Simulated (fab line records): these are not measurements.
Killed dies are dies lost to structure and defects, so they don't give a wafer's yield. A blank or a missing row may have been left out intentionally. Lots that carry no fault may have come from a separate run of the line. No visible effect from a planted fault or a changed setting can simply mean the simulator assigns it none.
fab line records	flow n5_finfet
[record] lots = 5	wafers = 13	last_day = 18
route steps=1938 shown BEOL_M11@1566 BEOL_M12@1602 BEOL_M15@1830 PASSIVATION@1936
lots that met no fault: taken from a fault-free run of the same line
start_h: the number of hours between the record's first day and the start of the first shown wafer of the lot	wait_h: hours from the lot's prior step to this one	" identical to the entry in the row above	L1.1+2: one row covering several wafers at once	- either no value or no given start	* or withheld: withheld	< > ~ a bound
route shown NAME@n: a module of which the file shows steps, and the number in the route of the first	usual: mean and standard deviation over wafers with no fault	same: alike in all rows	chamber/n: place in a boat	sites: each site's reading	_std_site: the values' standard deviation	_edge_site: the outer-site mean with the inner-site mean subtracted	radius_mm: for every site, how far away it sits from the centre of the wafer	mask NAME#n: copy n	behind: the most recent tool/chamber to have shaped the wafer	hold: why the lot went on hold/how many hours it stayed there/how the hold came to an end	device: which transistor (n, p or np) failed to switch	end of line: the route-end tests of the same wafers	where a step has no rows: the recipe by itself	killed: not the wafer's yield, but the dies lost to structure and defects at the first sort	map: per-die view of a wafer (x killed, . not killed, _ where there is no die)
set.NAME: the run value of the setting; set.NAME@STEP: its run value at that earlier step	model.NAME: the simulator's own value behind a step, which no gauge read
lots at selected steps of the route; one table per step, one row per wafer
services: a tool's chamber out of use, with start hour (start_h, from the record's first day; less than 0 if before it), hours out, and reason
[[steps]]
[step N5_BEOL_M11_PEB_26]
[recipe] peb_temp_c = withheld	peb_time_s = 60	resist = CAR-ArF
[step N5_BEOL_M11_DEVELOP_27]
[recipe] develop_time_s = 30	developer = TMAH	resist = CAR-ArF	rinse_liquid = diw	dry = air_spin	dev_temp_c = 23
[step N5_BEOL_M11_DESCUM_33]
[recipe] chemistry = O2	time_s = 7.9	source_power_w = 50	bias_power_w = 20	pressure_mtorr = 20	rf_frequency_hz = 2.712e+07	temp_c = 40	resist = CAR-ArF	o2_flow_sccm = 225
[step N5_BEOL_M11_ETCH_65]
[recipe] chemistry = CF4	target = SiARC	target_depth_a = 390	mask_material = CAR-ArF	time_s = 65	ion_energy_ev = 80	pressure_mtorr = 40	source_w = 545	bias_w = 36	Ar_flow_sccm = 100	cf4_flow_sccm = 100	ends = cleared
[step N5_BEOL_M11_ETCH_66]
[recipe] chemistry = N2/H2	target = SOC	target_depth_a = 1200	overetch_a = 240	mask_material = SiARC	temp_c = 40	time_s = 180	ion_energy_ev = 200	pressure_mtorr = 30	source_w = 840	bias_w = 150	n2_flow_sccm = 200	h2_flow_sccm = 200
[step N5_BEOL_M11_STRIP_69]
[recipe] chemistry = N2/H2	temp_c = 40	n2_flow_sccm = 200	h2_flow_sccm = 200	rf_frequency_hz = 6e+07
[step N5_BEOL_M11_VIA_ETCH_34]
[recipe] chemistry = C4F6/O2	target = SiCOH_lowk	target_depth_a = 1845	mask_material = SOC	taper_deg = 4	time_s = 69.2	ion_energy_ev = 250	pressure_mtorr = 30	source_w = 345	bias_w = 185	Ar_flow_sccm = 300	C4F6_flow_sccm = 10	O2_flow_sccm = 10
[step N5_BEOL_M11_STRIP_73]
[recipe] chemistry = C4F6/O2	resist = SiARC	rf_frequency_hz = 6e+07
[step N5_BEOL_M11_STRIP_36]
[recipe] chemistry = N2/H2	power_w = 450	temp_c = 40	pressure_mtorr = 20	rf_frequency_hz = 6e+07	overash_fraction = 0.3	bias_power_w = 7	h2_frac = 0.5	n2_flow_sccm = 200	h2_flow_sccm = 200
[step N5_BEOL_M11_TRENCH_ETCH_37]
[recipe] chemistry = C4F6/O2	target_depth_a = 1488.3	target = SiCOH_lowk	time_s = 48	ion_energy_ev = 250	pressure_mtorr = 30	source_w = 345	bias_w = 185	Ar_flow_sccm = 300	C4F6_flow_sccm = 10	O2_flow_sccm = 10
[usual] bias_w = 185.1/0.49	chamber_pressure_mTorr = 29.998/0.026	drypump_motor_current_A = 5.5/0.48	oes_product_au = 0.77/0.068	rf_vpp_V = 665/11	run_length_s = 71.4/0.47	showerhead_plenum_p_Torr = 2.86/0.067	throttle_valve_pct = 20.99/0.16
lot.wafer	tool	chamber	start_h	wait_h	bias_w	chamber_pressure_mTorr	drypump_motor_current_A	oes_product_au	rf_hours_counter_h	rf_vpp_V	run_length_s	showerhead_plenum_p_Torr	throttle_valve_pct	model.etch.depth_nm	model.BEOL_M11.feature_depth_nm	model.TiN_of_BEOL_M11_HM_DEP_02.thk_nm
L481.1	rie_diel-06	1	249.98	-	185.9	29.983	5.5	0.73	195	660	71.3	2.94	21.18	149.5	149.4	16
L481.4	"	1	"	"	185.2	30.006	5.5	0.74	-	660	71.4	2.94	21.16	149.3	149.4	15.8
L481.5	"	3	"	"	185.3	30.043	6.3	0.90	-	662	71.2	2.80	20.84	152.2	152.2	15.4
L480.2	rie_diel-06	3	250.45	-	185.0	29.999	6.2	0.90	25	662	71.6	2.80	20.83	153.3	153.2	15.4
L480.4	"	1	"	"	-	29.979	5.5	0.73	-	659	58.0	2.94	21.15	108.9	108.8	17
L480.5	"	3	"	"	184.3	29.989	6.3	0.90	-	663	71.4	2.80	20.84	153.4	153.4	15.8
L483.1	rie_diel-06	3	264.34	-	185.5	29.983	6.3	0.88	30	660	71.6	2.80	20.84	151.1	151	15.8
L483.4	"	1	"	"	-	30.036	5.5	0.73	200	660	58.1	2.94	21.19	109.4	109.4	17.4
L485.2	rie_diel-06	3	279.18	-	184.5	30.015	6.2	0.87	35	661	71.3	2.79	20.86	151.9	152	15.6
L485.3	"	2	"	"	-	29.959	5.8	0.72	192	672	57.7	2.82	21.19	105.9	106	17
L496.2	rie_diel-02	0	388.24	-	185.4	29.984	5.3	0.95	5	661	71.8	2.79	20.73	146.9	147	15.6
L496.3	"	2	"	"	184.7	30.033	6.3	0.85	64	670	70.9	2.91	21.06	149.4	149.4	15.6
L496.6	"	2	"	"	184.4	29.990	6.4	0.85	-	672	70.7	2.91	21.06	149.7	149.8	15.6
[step N5_BEOL_M11_ETCH_41]
[recipe] chemistry = CH3F/O2	target = SiCN	target_depth_a = 426	taper_deg = 2	time_s = 86	ion_energy_ev = 120	mask_material = TiN	pressure_mtorr = 30	source_w = 395	bias_w = 75	Ar_flow_sccm = 150	CH3F_flow_sccm = 30	O2_flow_sccm = 20
[step N5_BEOL_M11_STRIP_77]
[recipe] chemistry = N2/H2	time_s = 10	power_w = 450	temp_c = 40	pressure_mtorr = 20	rf_frequency_hz = 6e+07	bias_power_w = 7	n2_flow_sccm = 200	h2_flow_sccm = 200
[step N5_BEOL_M11_OCD_MEAS_38]
[usual] trench_depth_nm = 148.1/2.5
lot.wafer	tool	chamber	start_h	wait_h	trench_depth_nm
L481.1	ocd-02	-	250.16	-	149.8
L481.4	"	-	"	"	149.0
L481.5	"	-	"	"	152.3
L480.2	ocd-02	-	250.63	-	152.8
L480.4	"	-	"	"	108.8
L480.5	"	-	"	"	154.1
L483.1	ocd-01	-	264.52	-	150.9
L483.4	"	-	"	"	109.6
L485.2	ocd-01	-	279.37	-	151.7
L485.3	"	-	"	"	105.8
L496.2	ocd-01	-	388.42	-	147.0
L496.3	"	-	"	"	149.2
L496.6	"	-	"	"	149.8
[step N5_BEOL_M11_HM_STRIP_39]
[recipe] chemistry = peroxide_tin_strip	material = TiN	target_depth_a = 250	temp_c = 50	time_s = 158
[step N5_BEOL_M11_SRD_40]
[recipe] time_s = 30	temp_c = 23	rinse_liquid = diw	dry = ipa_marangoni
[step N5_BEOL_M11_PRECLEAN_42]
[recipe] chemistry = residue_remover	time_s = 60	temp_c = 40
[step N5_BEOL_M11_SRD_43]
[recipe] time_s = 30	temp_c = 23	rinse_liquid = diw	dry = ipa_marangoni
[step N5_BEOL_M11_CURE_72]
[recipe] temp_c = 370	time_s = 120	ambient = DMADMS/He	material = SiCOH_lowk
[step N5_BEOL_M11_DEGAS_44]
[recipe] ambient = vacuum	temp_c = 250	time_s = 60
[step N5_BEOL_M11_PRE_CLEAN_45]
[recipe] gas = H2/He	time_s = 30	temp_c = 250
[step N5_BEOL_M11_ALD_74]
[recipe] material = TaN	target_thk_a = 20	temp_c = 275	ald_precursor_family = PDMAT	ald_co_reactant = NH3	pressure_torr = 3	carrier_flow_sccm = 1500	pulse_time_s = 2	purge_time_s = 3	co_reactant_purge_time_s = 2	co_reactant_pulse_time_s = 3	ald_cycles = 40	precursor_vessel_temp_c = 75	precursor_vessel_pressure_torr = 26.25	precursor_vessel_carrier_sccm = 1000
[step N5_BEOL_M11_SURFACE_TREAT_76]
[recipe] gas = Ar	time_s = *	ion_energy_ev = *	ion_current_ma_cm2 = 0.5	pressure_mtorr = *	ar_flow_sccm = 30
[step N5_BEOL_M11_CVD_75]
[recipe] material = Co	target_thk_a = 20	temp_c = withheld	precursor = CCTBA/H2	pressure_torr = 30	time_s = 138.9
[step N5_BEOL_M11_SPUTTER_48]
[recipe] material = Cu	target_thk_a = 120	temp_c = -20	bias_v = 60	power_w = 26000	chamber_pressure_pa = 0.13	time_s = 2
[step N5_BEOL_M11_ECD_50]
[recipe] material = Cu	target_thk_a = 3180
[step N5_BEOL_M11_ANNEAL_51]
[recipe] temp_c = 225	time_s = 90	ambient = N2
[step N5_BEOL_M11_CMP_52]
[recipe] stop_on = SiCOH_lowk	t_overpolish_s = 7	down_force_psi = 1	platen_rpm = 50	clearing_platen_down_force_psi = 1.5	clearing_platen_rpm = 50	post_cmp_clean = cu_alkaline	target_thk_nm = 140	clearing_platen_pad_velocity_m_s = 0.99484	pad_velocity_m_s = 0.99484
[usual] motor_current_A = 5.8/0.79
lot.wafer	tool	chamber	start_h	wait_h	motor_current_A	model.Cu_of_BEOL_M11_ECD_50.thk_nm
L481.4	cmp-04	2	252.24	0.1	6.3	140.8
L481.1	"	1	"	"	6.4	141.4
L481.5	"	2	"	"	6.0	143.2
L480.2	cmp-03	3	252.76	0.2	6.9	144.6
L480.4	"	0	"	"	5.3	98.4
L480.5	"	2	"	"	5.7	141.8
L483.4	cmp-03	1	266.66	0.2	4.5	99.8
L483.1	"	2	"	"	5.6	140.2
L485.2	cmp-01	1	281.28	0.2	5.5	140.8
L485.3	"	2	"	"	6.4	97.8
L496.2	cmp-04	3	390.61	0.3	4.6	139.2
L496.3	"	0	"	"	4.8	142.2
L496.6	"	1	"	"	6.1	140.6
[step N5_BEOL_M11_THK_MEAS_53]
[recipe] thk_meas_gauge = xrf	reads = Cu_of_BEOL_M11_ECD_50
[usual] M11_THK = 139.9/2.8
lot.wafer	tool	chamber	start_h	wait_h	M11_THK[nm]
L481.1	film_metro-01	-	252.53	-	142.5
L481.4	"	-	"	"	141.2
L481.5	"	-	"	"	144.2
L480.2	film_metro-01	-	253.02	-	144.9
L480.4	"	-	"	"	98.5
L480.5	"	-	"	"	142.5
L483.1	film_metro-01	-	266.87	-	140.5
L483.4	"	-	"	"	99.9
L485.2	film_metro-01	-	281.57	-	141.8
L485.3	"	-	"	"	98.0
L496.2	film_metro-01	-	390.83	-	138.2
L496.3	"	-	"	"	141.6
L496.6	"	-	"	"	140.4
[step N5_BEOL_M11_PRE_CLEAN_55]
[recipe] gas = NH3	time_s = 15	temp_c = withheld	rf_power_w = 300
[step N5_BEOL_M11_DEP_56]
[recipe] material = SiCN	target_thk_a = 300	temp_c = withheld	precursor = 3MS/NH3	pressure_torr = 3	rf_w = 675	time_s = 10.5
[step N5_BEOL_M11_RS_MEAS_57]
[recipe] thk_meas_gauge = four-point-probe	reads = Cu_of_BEOL_M11_ECD_50+Co_of_BEOL_M11_CVD_75+TaN_of_BEOL_M11_ALD_74
[usual] M11_RS = 0.152/0.0031
lot.wafer	tool	chamber	start_h	wait_h	M11_RS[ohm/sq]
L481.1	film_metro-01	-	252.66	0.0	0.149
L481.4	"	-	"	"	0.150
L481.5	"	-	"	"	0.148
L480.2	film_metro-01	-	253.15	0.0	0.146
L480.4	"	-	"	"	0.225
L480.5	"	-	"	"	0.149
L483.1	film_metro-02	-	267.00	0.0	0.151
L483.4	"	-	"	"	0.220
L485.2	film_metro-01	-	281.70	0.0	0.150
L485.3	"	-	"	"	0.227
L496.2	film_metro-01	-	390.98	0.1	0.152
L496.3	"	-	"	"	0.149
L496.6	"	-	"	"	0.150
[step N5_BEOL_M12_ILD_DEP_00]
[recipe] material = SiOC	target_thk_a = 6589.2	temp_c = 350	precursor = DEMS/O2	pressure_torr = 5	rf_w = 500	time_s = 130.7
[step N5_BEOL_M12_COAT_58]
[recipe] resist = BARC	temp_c = 205	time_s = 60	spin_rpm = 1500	resist_thk_nm = 89
[step N5_BEOL_M12_COAT_04]
[recipe] spin_rpm = 1625	resist_thk_nm = 400
[step N5_BEOL_M12_EBR_06]
[recipe] solvent = PGMEA	ebr_width_mm = 1.5
[step N5_BEOL_M12_SOFTBAKE_05]
[recipe] temp_c = 130	time_s = 60
[step N5_BEOL_M15_RC_MEAS_101]
[usual] COMB_M10 = 1.5e-11/3.3e-12	COMB_M12 = 6.8e-12/1.5e-12	COMB_M13 = 4.9e-12/1.3e-12	COMB_M14 = 4e-12/1.1e-12	COMB_M15 = 2.7e-12/9e-13	COMB_M5 = 3.6e-11/8e-12	COMB_M6 = 2.6e-11/5.7e-12	COMB_M7 = 2.6e-11/6e-12	COMB_M8 = 2.5e-11/5.7e-12	COMB_M9 = 1.4e-11/3.2e-12	SERP_M10 = 3.10/0.092	SERP_M11 = 3.08/0.077	SERP_M11_max_site = 3.17/0.085	SERP_M12 = 0.639/0.019	SERP_M13 = 0.310/0.0062	SERP_M14 = 0.163/0.0048	SERP_M5 = 38.1/1.8	SERP_M6 = 14.0/0.66	SERP_M6_max_site = 14.6/0.71	SERP_M7 = 14.0/0.48	SERP_M8 = 13.9/0.65	SERP_M8_max_site = 14.5/0.73	SERP_M9 = 3.09/0.094
lot.wafer	tool	chamber	start_h	wait_h	COMB_M10[S/m]	COMB_M12[S/m]	COMB_M13[S/m]	COMB_M14[S/m]	COMB_M15[S/m]	COMB_M5[S/m]	COMB_M6[S/m]	COMB_M7[S/m]	COMB_M8[S/m]	COMB_M9[S/m]	SERP_M10[ohm/um]	SERP_M11[ohm/um]	SERP_M11_max_site[ohm/um]	SERP_M12[ohm/um]	SERP_M13[ohm/um]	SERP_M14[ohm/um]	SERP_M5[ohm/um]	SERP_M6[ohm/um]	SERP_M6_max_site[ohm/um]	SERP_M7[ohm/um]	SERP_M8[ohm/um]	SERP_M8_max_site[ohm/um]	SERP_M9[ohm/um]
L481.1	prober-01	0	274.07	0.0	1e-11	6.9e-12	2.4e-12	2.9e-12	1e-12	3.2e-11	2.9e-11	2.4e-11	2.8e-11	1.3e-11	3.26	3.00	3.08	0.628	0.305	0.159	36.8	14.9	15.5	14.7	15.6	16.2	3.12
L481.4	"	0	"	"	1.6e-11	5.3e-12	2.4e-12	3.8e-12	1e-12	3e-11	3e-11	3e-11	2.3e-11	9e-12	3.23	3.03	3.10	0.656	0.310	0.160	37.1	14.4	15.1	15.1	14.2	14.7	2.95
L481.5	"	0	"	"	1.2e-11	5.8e-12	3.5e-12	2.5e-12	1e-12	3.5e-11	3.6e-11	1.5e-11	2.1e-11	1.1e-11	3.14	2.98	3.06	0.656	0.306	0.165	35.9	15.6	15.9	13.8	14.6	14.8	3.13
L480.2	prober-02	0	274.32	0.2	1.3e-11	7.1e-12	5.4e-12	5e-12	4e-12	3e-11	3.4e-11	2.4e-11	3.2e-11	2e-11	3.05	3.02	3.04	0.641	0.303	0.161	43.7	13.5	14.6	14.0	14.1	15.4	3.14
L480.4	"	0	"	"	1.6e-11	6.5e-12	5.5e-12	5e-12	2.5e-12	3.4e-11	3.3e-11	2.7e-11	2.8e-11	2.2e-11	3.08	4.53	4.69	0.625	0.308	0.173	39.5	14.0	14.6	14.5	14.0	15.1	3.09
L480.5	"	0	"	"	1.1e-11	7.3e-12	5.5e-12	4.1e-12	2.8e-12	3.7e-11	2.1e-11	3.4e-11	2.3e-11	1.5e-11	3.01	3.12	3.23	0.600	0.310	0.160	42.1	13.1	14.0	14.7	13.9	15.4	3.06
L483.1	prober-01	0	289.81	0.0	1e-11	4.9e-12	7.3e-12	3.4e-12	2e-12	3.1e-11	3.8e-11	3.2e-11	2.2e-11	1.2e-11	3.02	3.08	3.13	0.667	0.315	0.159	37.7	14.3	15.0	13.6	13.6	14.3	3.27
L483.4	"	0	"	"	1.5e-11	5.8e-12	3.9e-12	4e-12	1.4e-12	3e-11	4.2e-11	2.2e-11	2.2e-11	7e-12	3.01	4.39	4.50	0.675	0.305	0.162	39.6	14.4	14.9	13.5	13.3	13.6	3.13
L485.2	prober-01	0	303.46	0.2	1.4e-11	4.4e-12	4.9e-12	2.5e-12	1.2e-12	3.8e-11	1.5e-11	2.5e-11	2.6e-11	1.4e-11	3.12	3.04	3.07	0.652	0.297	0.170	43.1	14.9	15.6	13.7	14.5	14.9	2.99
L485.3	"	0	"	"	1.1e-11	5.4e-12	3.4e-12	3.3e-12	1.4e-12	3.3e-11	2.6e-11	2.6e-11	2e-11	1.2e-11	3.20	4.59	4.65	0.651	0.312	0.162	40.4	14.2	15.4	14.3	14.7	15.4	3.00
L496.2	prober-02	0	415.86	0.2	1.6e-11	5.7e-12	4.6e-12	5.8e-12	3.1e-12	4e-11	2.4e-11	3.1e-11	3.4e-11	1.2e-11	3.00	3.11	3.17	0.626	0.300	0.165	36.8	15.5	15.9	13.3	13.7	14.2	2.96
L496.3	"	0	"	"	1.4e-11	7e-12	8.7e-12	3.7e-12	3.6e-12	3.6e-11	2.2e-11	2.7e-11	1.9e-11	1.3e-11	3.15	3.05	3.16	0.613	0.304	0.172	36.2	14.9	15.5	13.7	13.7	14.4	2.99
L496.6	"	0	"	"	1.8e-11	7.7e-12	4.5e-12	4.4e-12	3.6e-12	3.4e-11	2.9e-11	2.7e-11	2.1e-11	1.6e-11	3.21	3.12	3.25	0.617	0.299	0.170	37.2	15.8	15.9	13.5	14.0	14.4	2.98
// sites SERP_M11 radius_mm=0,75,75,75,75,140,140,140,140
L481.1 2.95 3.02 2.98 3.02 3.00 3.08 2.95 3.04 2.97
L480.2 3.02 3.02 2.95 3.04 3.00 3.02 2.91 3.03 2.95
L483.1 3.05 3.12 3.02 3.13 3.12 3.08 2.97 3.09 3.04
L485.2 3.07 3.04 2.97 3.04 3.04 3.06 2.95 3.01 2.99
L496.2 3.11 3.09 3.13 3.17 3.10 3.06 3.17 3.17 3.06
[step N5_PASSIVATION_PROBE_49]
[usual] defect_limited_yield = 91.3/1.7	killed_at_M0_to_M3 = 33/9.9	killed_at_M4_up = 14/6.4	killed_at_contacts = 12/7	killed_at_front_end = 41/13	killed_at_other = 3.1/2.9	killed_dies = 103/20	killed_open = 67/14	killed_short = 34/9.4	sort_bin_5_function = 5.1/1.1	sort_bin_6_memory = 3.2/0.79	sort_bin_8_speed = 0.02/0.15	sort_n_pass = 1077/21
[same] gross_dies = 1180	killed_at_back_side = 0	sort_bin_4_leakage[%] = 0
lot.wafer	tool	chamber	start_h	wait_h	defect_limited_yield[%]	killed_at_M0_to_M3	killed_at_M4_up	killed_at_contacts	killed_at_front_end	killed_at_other	killed_dies	killed_open	killed_short	sort_bin_5_function[%]	sort_bin_6_memory[%]	sort_bin_8_speed[%]	sort_n_pass
L481.1	prober-02	-	290.51	0.5	91.8	33	13	22	28	1	97	73	24	5.6	2.5	0	1083
L481.4	prober-02	-	290.66	0.7	90.8	33	14	12	42	7	108	73	35	5.5	3.6	0	1072
L481.5	prober-02	-	290.71	0.7	93.3	22	11	11	22	13	79	56	23	4.0	2.4	0	1101
L480.2	prober-01	-	291.35	0.1	90.9	43	7	9	48	0	107	62	44	5.4	3.3	0	1073
L480.4	prober-01	-	291.45	0.2	91.4	14	18	19	47	3	101	64	33	4.4	3.6	0.34	1079
L480.5	prober-01	-	291.50	0.2	92.2	46	11	10	21	4	92	56	35	4.7	2.6	0	1088
L483.1	prober-02	-	302.87	0.0	92.5	34	10	9	35	1	89	59	29	4.6	2.7	0	1091
L483.4	prober-02	-	303.02	0.2	88.5	52	15	9	60	0	136	83	47	7.0	4.0	0	1044
L485.2	prober-01	-	319.07	0.1	91.2	29	21	10	41	3	104	60	41	5.5	3.1	0	1076
L485.3	prober-01	-	319.12	0.1	90.2	32	6	4	72	2	116	68	47	6.2	3.0	0.08	1064
L496.2	prober-01	-	431.64	0.1	93.6	20	5	9	33	8	75	46	29	3.8	2.3	0	1105
L496.3	prober-01	-	431.69	0.1	93.0	24	11	17	29	2	83	57	26	3.7	3.0	0	1097
L496.6	prober-01	-	431.84	0.3	92.4	19	12	27	26	6	90	57	33	4.5	2.7	0	1090
// killed by level:class
L481.1 MOL_CONTACT_COAG:geometric_particle:open=18 STI_FIN_REVEAL:geometric_particle:open=11 BEOL_M4:geometric_particle:open=9 BEOL_M3:geometric_particle:open=7 BEOL_M1:geometric_particle:open=7 BEOL_M0_SAQP:geometric_particle:open=6 BEOL_M0_SAQP:geometric_particle:short=4 MOL_CONTACT_COAG:geometric_particle:short=4
L481.4 FIN_SAQP:geometric_particle:short=14 STI_FIN_REVEAL:geometric_particle:open=10 MOL_CONTACT_COAG:geometric_particle:open=9 BEOL_M1:geometric_particle:open=8 BEOL_M2:geometric_particle:open=8 FIN_SAQP:geometric_particle:open=7 BEOL_M0_SAQP:geometric_particle:open=5 BEOL_M4:geometric_particle:open=5
L481.5 MOL_CONTACT_COAG:geometric_particle:open=11 BEOL_M4:geometric_particle:open=8 BEOL_M3:geometric_particle:open=7 BEOL_M1:geometric_particle:open=5 STI_FIN_REVEAL:geometric_particle:open=4 BEOL_M0_SAQP:geometric_particle:open=4 PASS1_CAP:geometric_particle:short=4 STARTING-WAFER:geometric_particle:open=4
L480.2 STI_FIN_REVEAL:geometric_particle:open=17 BEOL_M0_SAQP:geometric_particle:short=11 BEOL_M0_SAQP:geometric_particle:open=10 BEOL_M1:geometric_particle:open=9 DUMMY_GATE:geometric_particle:open=6 GATE_CUT:geometric_particle:short=6 MOL_CONTACT_COAG:geometric_particle:open=5 MOL_CONTACT_COAG:geometric_particle:short=4
L480.4 STI_FIN_REVEAL:geometric_particle:open=17 MOL_CONTACT_COAG:geometric_particle:open=15 BEOL_M0_SAQP:geometric_particle:short=7 FIN_SAQP:geometric_particle:short=6 DUMMY_GATE:geometric_particle:open=5 FIN_SAQP:geometric_particle:open=4 MOL_CONTACT_COAG:geometric_particle:short=4 BEOL_M0_SAQP:geometric_particle:open=4
L480.5 BEOL_M0_SAQP:geometric_particle:short=16 BEOL_M0_SAQP:geometric_particle:open=11 MOL_CONTACT_COAG:geometric_particle:open=8 BEOL_M3:geometric_particle:open=8 DUMMY_GATE:geometric_particle:open=6 BEOL_M1:geometric_particle:open=4 BEOL_M1:geometric_particle:short=3 BEOL_M6:geometric_particle:open=3
L483.1 MOL_CONTACT_COAG:geometric_particle:open=9 STI_FIN_REVEAL:geometric_particle:open=8 FIN_SAQP:geometric_particle:open=7 FIN_SAQP:geometric_particle:short=7 BEOL_M1:geometric_particle:open=7 BEOL_M0_SAQP:geometric_particle:open=6 BEOL_M0_SAQP:geometric_particle:short=5 BEOL_M2:geometric_particle:open=5
L483.4 FIN_SAQP:geometric_particle:short=19 STI_FIN_REVEAL:geometric_particle:open=15 BEOL_M1:geometric_particle:open=10 BEOL_M2:geometric_particle:open=9 FIN_SAQP:geometric_particle:open=8 DUMMY_GATE:geometric_particle:open=7 MOL_CONTACT_COAG:geometric_particle:open=7 BEOL_M0:geometric_particle:open=6
L485.2 FIN_SAQP:geometric_particle:short=12 FIN_SAQP:geometric_particle:open=10 BEOL_M4:geometric_particle:open=9 BEOL_M1:geometric_particle:open=7 MOL_CONTACT_COAG:geometric_particle:short=6 BEOL_M0_SAQP:geometric_particle:open=5 BEOL_M3:geometric_particle:open=5 STARTING-WAFER:geometric_particle:short=5
L485.3 FIN_SAQP:geometric_particle:short=30 FIN_SAQP:geometric_particle:open=17 BEOL_M0_SAQP:geometric_particle:open=8 BEOL_M3:geometric_particle:open=8 DUMMY_GATE:geometric_particle:open=6 BEOL_M2:geometric_particle:open=6 STI_FIN_REVEAL:geometric_particle:open=5 BEOL_M1:geometric_particle:open=5
L496.2 STI_FIN_REVEAL:geometric_particle:open=9 MOL_CONTACT_COAG:geometric_particle:open=9 FIN_SAQP:geometric_particle:short=6 BEOL_M0_SAQP:geometric_particle:short=5 BEOL_M0_SAQP:geometric_particle:open=5 BEOL_M2:geometric_particle:open=5 PAD_METAL:geometric_particle:short=5 FIN_SAQP:geometric_particle:open=3
L496.3 MOL_CONTACT_COAG:geometric_particle:open=17 STI_FIN_REVEAL:geometric_particle:open=8 STI_FIN_REVEAL:geometric_particle:short=5 BEOL_M3:geometric_particle:open=5 BEOL_M0_SAQP:geometric_particle:open=4 BEOL_M4:geometric_particle:open=4 DUMMY_GATE:geometric_particle:open=3 BEOL_M0_SAQP:geometric_particle:short=3
L496.6 MOL_CONTACT_COAG:geometric_particle:open=20 STI_FIN_REVEAL:geometric_particle:open=12 MOL_CONTACT_COAG:geometric_particle:short=7 BEOL_M3:geometric_particle:open=5 BEOL_M4:geometric_particle:open=5 BEOL_M1:geometric_particle:short=4 STI_FIN_REVEAL:geometric_particle:short=3 BEOL_M0_SAQP:geometric_particle:short=3
[[services]]
tool	chamber	start_h	hours	kind
rie_diel-06	3	235.37	2.3	repair
cmp-04	-	241.42	2.1	repair
cmp-03	-	241.95	4.0	pm
rie_diel-06	0	244.91	-	clean
rie_diel-06	0	244.91	-	consumable_replace:focus_ring
rie_diel-06	0	244.91	17.9	scheduled_down
cmp-04	-	249.30	1.0	repair
cmp-04	-	259.07	1.8	repair
cmp-01	-	281.83	4.0	pm
cmp-04	-	282.79	4.9	pm
rie_diel-06	1	295.74	3.9	repair
rie_diel-06	1	303.97	8.4	repair
cmp-03	-	305.92	0.2	repair
cmp-04	-	325.74	2.8	repair
cmp-04	-	335.17	0.3	repair
cmp-01	-	337.59	2.7	repair
rie_diel-06	0	337.93	3.2	repair
rie_diel-02	3	347.28	2.8	repair
cmp-03	-	349.19	5.2	pm
cmp-01	-	365.38	5.4	repair
cmp-04	-	371.89	4.3	pm
cmp-01	-	372.09	3.6	repair
cmp-03	-	375.72	6.1	pm
cmp-03	-	389.39	9.9	pm
[[key]]
[first_sign] step = N5_BEOL_M11_TRENCH_ETCH_37	reading = run_length_s	direction = down	sigmas = 29	usual = *	struck = *
[effect] step = N5_BEOL_M11_OCD_MEAS_38	reading = trench_depth_nm	direction = down	sigmas = 16	usual = 148.1	struck = 108.1
[effect] step = N5_BEOL_M11_THK_MEAS_53	reading = M11_THK	direction = down	sigmas = 15	usual = 139.9	struck = 98.8
[effect] step = N5_BEOL_M11_RS_MEAS_57	reading = M11_RS	direction = up	sigmas = 23	usual = 0.152	struck = 0.224
[effect] step = N5_BEOL_M15_RC_MEAS_101	reading = SERP_M11	direction = up	sigmas = 18	usual = 3.08	struck = 4.50
[model_effect] step = N5_BEOL_M11_TRENCH_ETCH_37	value = etch.depth_nm	without = 149	struck = 108.1
[model_effect] step = N5_BEOL_M11_CMP_52	value = Cu_of_BEOL_M11_ECD_50.thk_nm	without = 139.6	struck = 98.67
met_at N5_BEOL_M11_TRENCH_ETCH_37
struck_wafers L480.4,L483.4,L485.3
onset_between 249.98 250.45
[fault] kind = process_parameter_drift	tool = rie_diel-06	chamber = -	onset_h = 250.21	steps = N5_BEOL_M11_TRENCH_ETCH_37	channel = time_s	offset = *	shape = step	end_h = 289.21	scope = struck_wafers_only	acts_in = *	stated = *
